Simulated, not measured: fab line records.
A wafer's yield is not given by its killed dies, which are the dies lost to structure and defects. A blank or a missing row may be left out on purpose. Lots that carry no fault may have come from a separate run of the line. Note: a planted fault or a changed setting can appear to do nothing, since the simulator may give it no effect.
Comparing a struck lot with a sound one :: flow nand_harc :: 17 out of 1302 route steps
Sound: the wafers L515.2, L515.4, L515.5. Struck: wafer L529.2 (L529.1, L529.5, from the same lot, were not struck and are left out); the cause is given at the end.
Per side, at each step with rows, come the tool, then ch with its chambers, and then its first start. Under that, the readings that differ: sound wafers :: struck wafers :: difference of the means :: sigmas: that difference in standard deviations of wafers without a fault.
alike: readings with means less than 2 such deviations apart, plus words and numbers identical on both sides. not compared: withheld readings, readings lacking a value on some wafer, bounds such as >300 that could conceal the same value, and numbers that have no deviation in the record and whose values overlap.
A row with sigmas, a row that says differs or no value, or rows on one side alone: a step with any of these is where the two part. Numbers that don't overlap but have no deviation are shown without sigmas and don't part them. A reading that every wafer of one side lacks parts them only if that side has two wafers or more.

NHARC_A_M0_OVL_MEAS_10: pitch 160 nm.
  struck on overlay-02, day 29 16:22; sound on overlay-02, day 22 20:52
reading: overlay_y_nm (nm)
sound: -1.1 -1.4 -0.6
struck: 0.8
difference: +1.8
sigmas: +2
  alike: overlay_x_nm
NHARC_A_M0_INSPECT_11:
  struck on defect_inspect-01, day 29 16:24; sound on defect_inspect-01, day 22 20:55
  alike: raw_defect_count
then, 1 step without rows for these wafers: NHARC_A_M0_DESCUM_14 (chemistry O2, time 3 s).
NHARC_A_M0_ETCH_34: etches the open film in N2/H2, target depth 40 nm, overetch 12 nm, time 43.94 s.
  sound on rie_diel-01 ch 0,1,2, day 22 21:04; struck on rie_diel-02 ch 3, day 29 16:33
  alike: drypump_motor_current_A, h2_flow_sccm, oes_product_au, rf_fwd_power_W, rf_vpp_V, showerhead_plenum_p_Torr, throttle_valve_pct
  not compared: rf_hours_counter_h
then, 1 step without rows for these wafers: NHARC_A_M0_ETCH_15 (etches the open film in C4F8/Ar, target depth 150 nm, overetch 15 nm, time 82.5 s).
NHARC_A_M0_CD_MEAS_16:
  struck on cd_sem-03, day 29 16:46; sound on cd_sem-03, day 22 21:16
  alike: cd_nm
then, 2 steps without rows for these wafers: NHARC_A_M0_STRIP_18 (strips in N2/H2); NHARC_A_M0_STRIP_19 (strips in post etch residue remover, time 600 s).
NHARC_A_M0_DEGAS_28: time 60 s.
  struck on pvd_sputter-02, day 29 17:23; sound on pvd_sputter-03, day 22 21:54
  alike: heater_power_w, susceptor_temp_C
NHARC_A_M0_PRE_CLEAN_29: time 30 s.
  sound on pvd_sputter-03; struck on pvd_sputter-02
  alike: heater_power_w, susceptor_temp_C
then, 1 step without rows for these wafers: NHARC_A_M0_PVD_20 (deposits TaN, target thk 5 nm, time 8.06 s).
NHARC_A_M0_PVD_21: deposits Cu, target thk 30 nm, time 20.49 s.
  sound on pvd_sputter-03; struck on pvd_sputter-02
  alike: cathode_dc_power_W, throttle_valve_pct
NHARC_A_M0_ECD_22: material Cu, target thk 400 nm.
  sound on ecd_cu-02 ch 0,1, day 22 22:15; struck on ecd_cu-02 ch 0, day 29 17:44
  alike: bath_heat_duty_pct
NHARC_A_M0_ANNEAL_30: time 90 s.
  sound on rtp_anneal-02 ch 0, day 22 22:41; struck on rtp_anneal-02 ch 0, day 29 18:07
  alike: wafer_temp_C_max
NHARC_A_M0_CMP_23: polishes, t overpolish 20 s, target thk 113.75 nm.
  sound on cmp-04 ch 0,1,3, day 22 22:58; struck on cmp-01 ch 2, day 29 18:30
reading: time_to_endpoint_s (s)
sound: 30.3 30.3 31.5
struck: 12.0
difference: -18.7
sigmas: -7
  alike: motor_current_A
NHARC_A_M0_THK_MEAS_24: measures by xrf.
  struck on film_metro-02, day 29 18:47; sound on film_metro-01, day 22 23:17
  alike: thk_nm
NHARC_END_SORT_01:
  the record has rows for the sound wafers here (prober-01 ch 0, day 24 12:03) and none for the struck ones

WHERE THEY PART
First at NHARC_A_M0_OVL_MEAS_10; last, within this record, at NHARC_END_SORT_01.

WHY: what the simulator had put in
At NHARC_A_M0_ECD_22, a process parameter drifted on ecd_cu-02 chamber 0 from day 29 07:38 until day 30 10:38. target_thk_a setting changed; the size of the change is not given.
